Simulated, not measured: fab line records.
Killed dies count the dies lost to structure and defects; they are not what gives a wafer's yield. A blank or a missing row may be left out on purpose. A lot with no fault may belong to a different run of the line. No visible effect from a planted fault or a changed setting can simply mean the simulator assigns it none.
Matching of chambers | flow nand harc | NHARC_A_CONTACT_DEP_24 on pecvd-03: 3 sister chambers
The step deposits SiO2, target thk 500 nm. 3 wafers are shown with their chamber, then 10 later ones without.

## WAFERS, EACH WITH ITS CHAMBER
wafer  | chamber | throttle valve pct (%)
L085.5 | 2       | 16.1
L085.1 | 1       | 15.8
L085.2 | 0       | 15.6

## WAFERS WHOSE CHAMBER IS MISSING
wafer  | throttle valve pct (%)
L085.6 | 15.4
L084.1 | 16.1
L084.2 | 15.9
L084.6 | 15.8
L084.3 | 15.5
L084.4 | 16.0
L084.5 | 15.8
L087.2 | 15.4
L087.4 | 16.0
L087.6 | 15.8

## THE CHAMBER EACH PASSED THROUGH
wafer  | from the rows above          | in truth
L085.6 | can't be placed: 0 or 1      | 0
L084.1 | 2                            | 2
L084.2 | can't be placed: 1 or 2 or 0 | 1
L084.6 | can't be placed: 1 or 0      | 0
L084.3 | can't be placed: 0 or 1      | 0
L084.4 | can't be placed: 2 or 1      | 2
L084.5 | can't be placed: 1 or 0      | 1
L087.2 | can't be placed: 0 or 1      | 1
L087.4 | can't be placed: 2 or 1      | 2
L087.6 | can't be placed: 1 or 0      | 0
Correct placement for 1 of the 10. Not placeable from these rows: 9 (in 9, the candidates include the true chamber). Number placed wrongly: 0.
How it was worked out, from the rows above alone: a wafer's distance from a chamber is the root of the sum, over the readings, of the square of ((its reading less the chamber's mean) divided by the reading's scatter). The wafer belongs to the nearest chamber; if the next one is less than 2 further off, it can't be placed. Each chamber's mean is taken over the wafers shown for it. The scatter (one wafer shown for each chamber): square how far every hidden wafer sits from the nearest shown wafer, average those squares and take the square root.
